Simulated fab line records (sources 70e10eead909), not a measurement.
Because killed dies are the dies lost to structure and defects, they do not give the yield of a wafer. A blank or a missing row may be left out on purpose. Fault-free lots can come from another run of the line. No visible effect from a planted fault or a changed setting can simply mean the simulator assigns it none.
Which tool is to blame? || flow nand_harc || 24 lots (72 wafers sampled), 1 step of a 1302-step route

== WHAT EACH GAUGE READ, for each wafer ==
NHARC_A_SLIT_CD_MEAS_21. Usual: cd_nm 289.9 nm, standard deviation 0.78.
{"lot": "L074", "measured": "day 19 21:17", "on": "cd_sem-03", "cd_nm (nm)": "290.0 289.2 290.0", "flag": ""}
{"lot": "L075", "measured": "day 20 09:25", "on": "cd_sem-03", "cd_nm (nm)": "288.7 289.6 289.6", "flag": ""}
{"lot": "L076", "measured": "day 20 11:37", "on": "cd_sem-02", "cd_nm (nm)": "289.3 289.7 289.2", "flag": ""}
{"lot": "L078", "measured": "day 21 17:46", "on": "cd_sem-01", "cd_nm (nm)": "288.2 288.6 287.8", "flag": ""}
{"lot": "L077", "measured": "day 21 18:29", "on": "cd_sem-01", "cd_nm (nm)": "290.2 290.3 291.5", "flag": ""}
{"lot": "L080", "measured": "day 22 06:40", "on": "cd_sem-02", "cd_nm (nm)": "290.5 289.2 290.0", "flag": ""}
{"lot": "L079", "measured": "day 22 07:52", "on": "cd_sem-03", "cd_nm (nm)": "291.2 289.0 289.3", "flag": ""}
{"lot": "L081", "measured": "day 22 18:45", "on": "cd_sem-01", "cd_nm (nm)": "289.7 291.4 289.6", "flag": ""}
{"lot": "L083", "measured": "day 23 18:16", "on": "cd_sem-01", "cd_nm (nm)": "290.1 290.0 290.6", "flag": ""}
{"lot": "L082", "measured": "day 23 19:17", "on": "cd_sem-01", "cd_nm (nm)": "289.9 289.4 288.5", "flag": ""}
{"lot": "L085", "measured": "day 24 23:20", "on": "cd_sem-02", "cd_nm (nm)": "289.5 289.6 289.8", "flag": ""}
{"lot": "L084", "measured": "day 24 23:56", "on": "cd_sem-02", "cd_nm (nm)": "290.3 291.4 291.2", "flag": ""}
{"lot": "L086", "measured": "day 25 11:34", "on": "cd_sem-01", "cd_nm (nm)": "289.7 290.2 290.5", "flag": ""}
{"lot": "L087", "measured": "day 25 15:32", "on": "cd_sem-03", "cd_nm (nm)": "290.0 291.3 290.6", "flag": ""}
{"lot": "L089", "measured": "day 26 16:35", "on": "cd_sem-01", "cd_nm (nm)": "289.4 291.3 290.2", "flag": ""}
{"lot": "L090", "measured": "day 26 23:52", "on": "cd_sem-01", "cd_nm (nm)": "288.9 290.4 290.5", "flag": ""}
{"lot": "L088", "measured": "day 27 00:37", "on": "cd_sem-02", "cd_nm (nm)": "290.6 290.0 289.1", "flag": ""}
{"lot": "L093", "measured": "day 27 11:07", "on": "cd_sem-01", "cd_nm (nm)": "288.9 289.4 290.1", "flag": ""}
{"lot": "L092", "measured": "day 27 13:49", "on": "cd_sem-01", "cd_nm (nm)": "289.9 289.0 288.8", "flag": ""}
{"lot": "L091", "measured": "day 27 15:01", "on": "cd_sem-02", "cd_nm (nm)": "290.4 290.4 290.0", "flag": ""}
{"lot": "L094", "measured": "day 28 18:10", "on": "cd_sem-03", "cd_nm (nm)": "289.2 288.1 288.9", "flag": ""}
{"lot": "L095", "measured": "day 28 19:17", "on": "cd_sem-02", "cd_nm (nm)": "289.6 290.7 289.8", "flag": ""}
{"lot": "L097", "measured": "day 29 11:35", "on": "cd_sem-01", "cd_nm (nm)": "290.9 290.6 289.8", "flag": ""}
{"lot": "L096", "measured": "day 29 15:10", "on": "cd_sem-02", "cd_nm (nm)": "289.9 290.9 289.4", "flag": ""}

== TOOL THAT RAN EACH LOT (tool first, then ch and the chambers of the sampled wafers, then the start) ==
Record: no process step prior to these readings.

== AS READ BY THE TOOLS THEMSELVES (means over the sampled wafers that have a number; for cases with no such wafer, the mark the record gives instead) ==
The record holds no such reading with a usual standard deviation.

== THE ANSWER, worked out from the rows above alone ==
Rule: a lot is off if the mean of its wafers that have a number lies more than 3 standard deviations from the usual mean. Also off: a lot with no number at a reading for which 4 or more lots have one. Where the step has rows for the other lots, those lots are counted as sound. Order of review: gauges by route order, followed by the tools' own readings, for which a lot's mean as printed above is used. The first step at which some lot is off is used, and at that step the reading that is off furthest; a lot without a number counts as furthest.
No lot is off at any reading shown: from this, nothing can be told.

== WHAT HAD BEEN PUT IN BY THE SIMULATOR ==
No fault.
